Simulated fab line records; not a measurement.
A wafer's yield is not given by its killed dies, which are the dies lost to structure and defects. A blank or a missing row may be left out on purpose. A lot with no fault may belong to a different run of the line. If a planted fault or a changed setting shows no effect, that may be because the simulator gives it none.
Chamber matching -- flow n5-finfet -- 4 sister chambers for N5_BEOL_M14_STRIP_37 on rie-diel-05
The step strips in O2. 4 wafers are shown with their chamber, then 11 later ones without.

## WAFERS WITH THEIR CHAMBER
wafer,chamber,drypump-motor-current-A (A)
L084.1,1,5.8
L084.6,2,5.1
L088.2,0,6.6
L090.1,3,5.7

## WAFERS WITHOUT THEIR CHAMBER
wafer,drypump-motor-current-A (A)
L090.5,5.8
L090.6,5.2
L089.1,5.1
L089.2,5.7
L089.3,5.7
L095.1,6.6
L095.2,5.7
L095.4,5.1
L096.4,5.1
L096.5,5.7
L096.6,5.1

## THE CHAMBER EACH PASSED THROUGH
wafer,from the rows above,in truth
L090.5,1,1
L090.6,2,2
L089.1,2,2
L089.2,3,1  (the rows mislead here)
L089.3,3,3
L095.1,0,0
L095.2,3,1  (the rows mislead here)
L095.4,2,2
L096.4,2,2
L096.5,3,3
L096.6,2,2
Placed correctly: 9 of 11. Can't be placed from these rows: 0. Wrongly placed: 2.
How it was worked out, from the rows above alone: a wafer's distance from a chamber is the root of the sum, over the readings, of the square of ((its reading less the chamber's mean) divided by the reading's scatter). If the next closest chamber is less than 2 further off than the closest, the wafer can't be placed; otherwise it belongs to the closest. For every chamber, the mean is computed from those of its wafers that are shown. The scatter: root of mean squared gap, hidden wafer to nearest shown wafer, with one shown wafer a chamber.
